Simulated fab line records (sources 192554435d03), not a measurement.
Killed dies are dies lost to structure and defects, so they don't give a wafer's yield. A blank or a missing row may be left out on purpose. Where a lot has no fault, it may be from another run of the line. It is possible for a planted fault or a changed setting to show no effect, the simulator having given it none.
Matching of chambers -- flow n5Finfet -- N5_BEOL_M10_ETCH_65 on rieDiel-03 has 4 sister chambers
The step etches SiARC in CF4, target depth 39 nm, time 65 s. 4 wafers are shown with their chamber, then 8 later ones without.

## EACH WAFER AND ITS CHAMBER
wafer,chamber,showerheadPlenumPTorr (Torr)
L082.5,3,2.25
L085.1,2,2.12
L085.2,0,2.04
L089.1,1,2.19

## WAFERS WITH NO CHAMBER GIVEN
wafer,showerheadPlenumPTorr (Torr)
L089.2,2.04
L089.6,2.19
L092.1,2.24
L092.2,2.04
L092.5,2.11
L093.1,2.11
L093.2,2.04
L093.5,2.24

## CHAMBER TAKEN BY EACH
wafer,from the rows above,in truth
L089.2,0,0
L089.6,1,1
L092.1,3,3
L092.2,0,0
L092.5,2,2
L093.1,2,2
L093.2,0,0
L093.5,3,3
Correct placement for 8 of the 8. Not placeable from these rows: 0. Placed wrongly: 0.
How it was worked out, from the rows above alone: a wafer's distance from a chamber is the root of the sum, over the readings, of the square of ((its reading less the chamber's mean) divided by the reading's scatter). The wafer belongs to the nearest chamber; if the next one is less than 2 further off, it can't be placed. The mean given for a chamber averages the wafers shown for that chamber. The scatter: root of mean squared gap, hidden wafer to nearest shown wafer, with one shown wafer a chamber.
